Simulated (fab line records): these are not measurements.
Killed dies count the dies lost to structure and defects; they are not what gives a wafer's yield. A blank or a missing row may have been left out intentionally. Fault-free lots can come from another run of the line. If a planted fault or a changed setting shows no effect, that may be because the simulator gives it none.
Struck lot and sound lot, side by side || flow nand_harc || 14 out of 1302 route steps
Sound: wafers L339.1, L339.2, L339.3. Struck: wafer L330.1 (L330.2, L330.3, from the same lot, were not struck and are left out); the cause is given at the end.
At each step with rows: each side's tool, then ch and its chambers, then its first start. Under that, the readings that differ: sound wafers || struck wafers || difference of the means || sigmas: that difference in standard deviations of wafers without a fault.
alike: readings whose means differ by less than 2 such deviations, and words and numbers that are the same on both sides. not compared: withheld readings, readings that some wafer has no value for, bounds like >300 that may hide the same value, and numbers for which the record gives no deviation and whose values overlap.
Wherever a step has rows on one side only, a row that says differs or no value, or a row with sigmas, the two part there. Non-overlapping numbers with no deviation appear without sigmas and do not part them. A reading that every wafer of one side lacks parts them only if that side has two wafers or more.

NHARC_A_SOURCE_PLATE_THK_MEAS_09: measures by ellipsometry.
  sound on film_metro-01, day 13 07:02; struck on film_metro-01, day 9 11:43
  alike: thk_nm
then, 3 steps without rows for these wafers: NHARC_A_SOURCE_PLATE_PVD_04 (deposits WSi2, target thk 50 nm); NHARC_A_SOURCE_PLATE_CVD_03 (deposits poly-Si, target thk 200 nm, time 4000 s); NHARC_A_SOURCE_PLATE_ANNEAL_05 (time 1800 s).
NHARC_A_SOURCE_PLATE_THK_MEAS_06: measures by ellipsometry.
  sound on film_metro-01, day 13 19:36; struck on film_metro-01, day 10 00:14
  alike: thk_nm
NHARC_A_SOURCE_PLATE_INSPECT_08:
  sound on defect_inspect-02, day 13 19:43; struck on defect_inspect-02, day 10 00:17
  alike: raw_defect_count
next comes 1 step that has no rows for these wafers: NHARC_A_ONON_D1_DEP_00 (target thickness 1000 nm).
NHARC_A_ONON_D1_THK_MEAS_02: measures by ellipsometry.
  sound on film_metro-01, day 13 20:17; struck on film_metro-01, day 10 00:52
  alike: thk_nm
next comes 1 step that has no rows for these wafers: NHARC_A_ONON_D1_DEP_03 (target thickness 1000 nm).
NHARC_A_ONON_D1_THK_MEAS_05: measures by ellipsometry.
  sound on film_metro-02, day 13 20:51; struck on film_metro-02, day 10 01:26
  alike: thk_nm
NHARC_A_ONON_D1_DEP_06: target thk 1000 nm.
  sound on pecvd_onon-01 ch 0, day 13 20:55; struck on pecvd_onon-01 ch 0, day 10 01:29
NHARC_A_ONON_D1_THK_MEAS_08: measures by ellipsometry.
  sound on film_metro-01, day 13 21:26; struck on film_metro-01, day 10 02:00
{"reading": "thk_nm (nm)", "sound": "1001 1002 1002", "struck": 1477, "difference": "+475", "sigmas": "+56"}
next comes 1 step that has no rows for these wafers: NHARC_A_ONON_D1_DEP_09 (target thickness 1000 nm).
-- jump in the record: it breaks off in module A_ONON_D1 and resumes in module END (first step shown: number 1302 of the route), and 17 days separate the struck wafers' starts before and after --
NHARC_END_SORT_01:
  the record has rows for the struck wafers here (prober-02 ch 0, day 27 02:37) and none for the sound ones

## WHERE THEY PART
At NHARC_A_ONON_D1_THK_MEAS_08 first; at NHARC_END_SORT_01 last (within this record only).

WHY: the cause the simulator had injected
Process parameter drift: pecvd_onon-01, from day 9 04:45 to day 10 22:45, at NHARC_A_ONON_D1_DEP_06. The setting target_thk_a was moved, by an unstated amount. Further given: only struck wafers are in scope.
